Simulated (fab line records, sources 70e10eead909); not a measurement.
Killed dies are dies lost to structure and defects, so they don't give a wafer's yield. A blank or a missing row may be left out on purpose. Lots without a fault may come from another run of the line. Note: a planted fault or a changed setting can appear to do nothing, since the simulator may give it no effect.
What tool caused it? -- flow nand_harc -- 72 wafers from 24 lots sampled at 2 of the route's 1159 steps

WHAT EACH GAUGE READ, for each wafer
NHARC_A_CHANNEL_HOLE_D1_CD_MEAS_30.
lot,measured,on,cd_nm (nm)
L075,day 9 00:55,cd_sem-03,90.6 90.9 91.4
L074,day 9 01:14,cd_sem-03,89.6 90.0 90.1
L076,day 9 10:29,cd_sem-03,91.4 89.6 90.5
L078,day 9 11:10,cd_sem-01,87.4 89.0 89.7
L077,day 9 14:39,cd_sem-02,89.2 90.2 88.9
L079,day 9 19:43,cd_sem-01,89.5 90.4 90.9
L080,day 10 04:21,cd_sem-01,90.3 89.8 90.5
L081,day 10 00:46,cd_sem-01,89.7 88.8 90.3
L082,day 10 12:20,cd_sem-03,88.6 88.8 90.3
L084,day 11 02:40,cd_sem-03,91.0 91.6 90.5
L083,day 11 10:42,cd_sem-02,89.1 89.1 89.1
L086,day 12 06:41,cd_sem-02,90.2 90.6 89.7
L088,day 12 07:17,cd_sem-02,89.9 89.5 90.0
L087,day 12 10:49,cd_sem-03,89.4 89.2 88.7
L085,day 12 11:26,cd_sem-03,89.1 89.8 89.8
L089,day 12 16:59,cd_sem-01,89.2 88.7 89.3
L091,day 12 17:53,cd_sem-03,89.3 89.5 89.5
L090,day 12 21:08,cd_sem-03,88.7 90.4 88.9
L093,day 13 00:04,cd_sem-03,89.3 87.8 89.5
L092,day 13 01:18,cd_sem-01,90.1 89.9 89.6
L094,day 13 10:34,cd_sem-03,89.6 90.8 91.3
L095,day 13 10:46,cd_sem-03,88.0 90.0 87.8
L096,day 13 21:43,cd_sem-02,89.1 89.8 89.0
L097,day 14 07:44,cd_sem-02,89.2 89.0 89.1

TOOL THAT RAN EACH LOT (tool first, then ch and the chambers of the sampled wafers, then the start)
lot,NHARC_A_CHANNEL_HOLE_D1_ETCH_25
L075,"har_etch-02 ch 0,1, day 8 22:34"
L074,"har_etch-01 ch 0,1, day 8 23:03"
L076,"har_etch-02 ch 0,1, day 9 07:53"
L078,"har_etch-01 ch 0,1, day 9 08:23"
L077,"har_etch-02 ch 0, day 9 12:02"
L079,"har_etch-01 ch 0,1, day 9 16:45"
L080,"har_etch-01 ch 0,1, day 9 21:48"
L081,"har_etch-02 ch 0,1, day 9 22:25"
L082,"har_etch-02 ch 0,1, day 10 09:51"
L084,"har_etch-02 ch 0, day 11 00:03"
L083,"har_etch-01 ch 0,1, day 11 08:13"
L086,"har_etch-02 ch 0,1, day 12 04:04"
L088,"har_etch-01 ch 0,1, day 12 05:05"
L087,"har_etch-02 ch 0,1, day 12 08:29"
L085,"har_etch-01 ch 0,1, day 12 09:05"
L089,"har_etch-01 ch 0,1, day 12 14:31"
L091,"har_etch-02 ch 0,1, day 12 15:26"
L090,"har_etch-01 ch 0,1, day 12 18:40"
L093,"har_etch-02 ch 0,1, day 12 21:26"
L092,"har_etch-01 ch 0, day 12 22:40"
L094,"har_etch-01 ch 0,1, day 13 07:55"
L095,"har_etch-02 ch 1, day 13 08:08"
L096,"har_etch-02 ch 0,1, day 13 19:14"
L097,"har_etch-02 ch 0,1, day 14 05:07"
- NHARC_A_CHANNEL_HOLE_D1_ETCH_25: etches the open film in C4F8/O2/Ar, time 1040.2 s, target depth 1500 nm.

WHAT THE TOOLS THEMSELVES READ (means of the sampled wafers that have a number; where no wafer has one, the mark that the record gives instead)
NHARC_A_CHANNEL_HOLE_D1_ETCH_25.
lot,tool,drypump_motor_current_A (A),he_backside_leak_sccm (sccm),showerhead_plenum_p_Torr (Torr),temp_c (C),throttle_valve_pct (%)
L075,har_etch-02,5.3,5.1,3.78,-19.97,32.243
L074,har_etch-01,6.3,5.9,3.82,-19.85,32.230
L076,har_etch-02,5.3,5.0,3.78,-20.07,32.236
L078,har_etch-01,6.5,5.9,3.82,-19.94,32.247
L077,har_etch-02,5.2,5.5,3.86,-19.87,32.242
L079,har_etch-01,6.5,6.0,3.81,-19.92,32.234
L080,har_etch-01,6.5,6.4,3.81,-19.94,32.247
L081,har_etch-02,5.3,5.1,3.77,-19.92,32.238
L082,har_etch-02,5.3,5.4,3.81,-19.98,32.236
L084,har_etch-02,5.2,5.5,3.85,-19.94,32.245
L083,har_etch-01,6.3,6.3,3.81,-20.00,32.241
L086,har_etch-02,5.3,5.1,3.81,-20.08,32.238
L088,har_etch-01,6.5,6.1,3.80,-19.96,32.224
L087,har_etch-02,5.3,5.1,3.76,-20.09,32.239
L085,har_etch-01,6.5,7.3,3.80,-20.08,32.226
L089,har_etch-01,6.3,6.2,3.80,-19.98,32.230
L091,har_etch-02,5.3,5.3,3.76,-19.90,32.239
L090,har_etch-01,6.5,6.1,3.80,-20.04,32.245
L093,har_etch-02,5.3,5.1,3.75,-19.99,32.231
L092,har_etch-01,6.7,6.3,3.80,-20.12,32.232
L094,har_etch-01,6.4,6.5,3.79,-20.02,32.236
L095,har_etch-02,5.4,5.4,3.71,-20.08,32.235
L096,har_etch-02,5.3,5.2,3.75,-20.09,32.241
L097,har_etch-02,5.3,5.4,3.79,-20.03,32.231

THE ANSWER, worked out from the rows above alone
Rule: the usual values come from the lots themselves. The widest of any qualifying gaps counts: lots, ordered by their means at a reading, are off when they make up no more than a third of the lots, leave a main group of 4 or more, and stand apart from it by 3 or more times the standard deviation of that group's means. A main group is skipped when, at the precision printed for the reading in the tables above, its means are all equal. Also off: a lot with no number at a reading for which 4 or more lots have one. All remaining lots with rows at the step are treated as sound. First the gauges in route order, then the tools' own readings, where a lot's mean is used as printed above. The first step at which some lot is off is used, and at that step the reading that is off furthest; a lot without a number counts as furthest.
Across all readings shown, no lot is off: no conclusion can be drawn from this.

WHAT THE SIMULATOR HAD PUT IN
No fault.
